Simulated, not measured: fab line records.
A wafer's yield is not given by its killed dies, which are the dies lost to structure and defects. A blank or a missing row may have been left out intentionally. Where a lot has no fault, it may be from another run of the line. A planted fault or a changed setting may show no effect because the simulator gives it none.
Matching of chambers :: flow nandHarc :: pecvd-04 running NHARC_A_ONON_D2_DEP_33: 3 sister chambers
The step deposits SiO2, target thk 200 nm. 14 wafers are shown with their chamber, then 6 later ones without.

EACH WAFER AND ITS CHAMBER
wafer: L580.2
chamber: 1
throttleValvePct (%): 15.9
heaterPowerW (W): 786

wafer: L580.4
chamber: 0
throttleValvePct (%): 14.9
heaterPowerW (W): 616

wafer: L580.5
chamber: 0
throttleValvePct (%): 14.9
heaterPowerW (W): 629

wafer: L583.2
chamber: 2
throttleValvePct (%): 16.0
heaterPowerW (W): 501

wafer: L583.5
chamber: 2
throttleValvePct (%): 16.0
heaterPowerW (W): 539

wafer: L583.6
chamber: 0
throttleValvePct (%): 14.9
heaterPowerW (W): 569

wafer: L584.1
chamber: 0
throttleValvePct (%): 14.9
heaterPowerW (W): 630

wafer: L584.5
chamber: 0
throttleValvePct (%): 15.1
heaterPowerW (W): 619

wafer: L584.6
chamber: 1
throttleValvePct (%): 16.0
heaterPowerW (W): 677

wafer: L586.2
chamber: 2
throttleValvePct (%): 15.9
heaterPowerW (W): 622

wafer: L586.3
chamber: 1
throttleValvePct (%): 16.2
heaterPowerW (W): 703

wafer: L586.5
chamber: 1
throttleValvePct (%): 16.0
heaterPowerW (W): 741

wafer: L587.2
chamber: 2
throttleValvePct (%): 15.9
heaterPowerW (W): 588

wafer: L587.3
chamber: 1
throttleValvePct (%): 16.1
heaterPowerW (W): 706

SIGNATURES (averages over the wafers above)
reading: throttleValvePct
chamber 0: 14.940
chamber 1: 16.040
chamber 2: 15.950
scatter within a chamber: 0.0924

reading: heaterPowerW
chamber 0: 612.60
chamber 1: 722.60
chamber 2: 562.50
scatter within a chamber: 40.6
Rule: distance of a wafer from a chamber = root of the sum over the readings of ((wafer's reading minus chamber's mean) / reading's scatter) squared. The wafer belongs to the nearest chamber; if the next one is less than 2 further off, it can't be placed. How the scatter is found: for the shown wafers, subtract from each reading the mean of its chamber, square and add these, divide the total by (wafers less chambers), then take the root.

WAFERS WITHOUT THEIR CHAMBER
wafer: L587.6
throttleValvePct (%): 16.3
heaterPowerW (W): 595

wafer: L597.1
throttleValvePct (%): 14.6
heaterPowerW (W): 615

wafer: L597.2
throttleValvePct (%): 16.2
heaterPowerW (W): 615

wafer: L600.3
throttleValvePct (%): 16.5
heaterPowerW (W): 716

wafer: L600.4
throttleValvePct (%): 14.6
heaterPowerW (W): 533

wafer: L600.6
throttleValvePct (%): 15.7
heaterPowerW (W): 519

CHAMBER TAKEN BY EACH
wafer: L587.6
from the rows above: can't be placed: 2 or 1
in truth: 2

wafer: L597.1
from the rows above: 0
in truth: 0

wafer: L597.2
from the rows above: can't be placed: 2 or 1
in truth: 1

wafer: L600.3
from the rows above: 1
in truth: 1

wafer: L600.4
from the rows above: 0
in truth: 0

wafer: L600.6
from the rows above: 2
in truth: 2
Placed correctly: 4 of 6. Can't be placed from these rows: 2 (the true chamber is among the candidates in 2). Number placed wrongly: 0.
